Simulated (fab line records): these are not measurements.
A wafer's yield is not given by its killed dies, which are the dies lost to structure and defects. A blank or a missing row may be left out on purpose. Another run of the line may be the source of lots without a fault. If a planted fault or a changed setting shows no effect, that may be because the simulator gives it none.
Matching of chambers | flow nandHarc | 4 sister chambers for NHARC_P_CONTACT_DESCUM_17 on rieDiel-11
The step chemistry O2, time 3 s. 7 wafers are shown with their chamber, then 7 later ones without.

## WAFERS PAIRED WITH THEIR CHAMBERS
wafer  | chamber | oesProductAu (a.u.) | rfVppV (V)
L076.4 | 1       | 0.995               | 57.9
L077.4 | 1       | 1.006               | 58.7
L077.6 | 0       | 0.992               | 57.5
L079.1 | 3       | 1.001               | 57.5
L079.6 | 2       | 1.012               | 58.5
L085.1 | 2       | 1.007               | 58.5
L085.2 | 3       | 1.000               | 57.9

## WAFERS MISSING THEIR CHAMBER
wafer  | oesProductAu (a.u.) | rfVppV (V)
L085.3 | 0.994               | 57.1
L094.1 | 1.004               | 57.7
L094.2 | 1.010               | 58.0
L094.5 | 1.001               | 58.7
L096.1 | 1.007               | 58.0
L096.2 | 0.989               | 58.3
L096.6 | 1.008               | 59.2

## CHAMBER TAKEN BY EACH
wafer  | from the rows above               | in truth
L085.3 | can't be placed: 0 or 3           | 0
L094.1 | can't be placed: 3 or 1 or 2 or 0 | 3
L094.2 | can't be placed: 2 or 1 or 3      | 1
L094.5 | can't be placed: 1 or 2 or 3      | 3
L096.1 | can't be placed: 2 or 1 or 3 or 0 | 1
L096.2 | can't be placed: 0 or 1 or 3 or 2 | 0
L096.6 | can't be placed: 2 or 1           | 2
Correct placement for 0 of the 7. Unplaceable from these rows: 7, with the true chamber sitting among the candidates in 7. 0 placed wrongly.
How it was worked out, from the rows above alone: a wafer's distance from a chamber is the root of the sum, over the readings, of the square of ((its reading less the chamber's mean) divided by the reading's scatter). If the next closest chamber is less than 2 further off than the closest, the wafer can't be placed; otherwise it belongs to the closest. A chamber's mean is the mean of its shown wafers. The scatter is the square root of a quotient: the sum, over the shown wafers, of each reading's squared deviation from its chamber's mean, divided by wafers minus chambers.
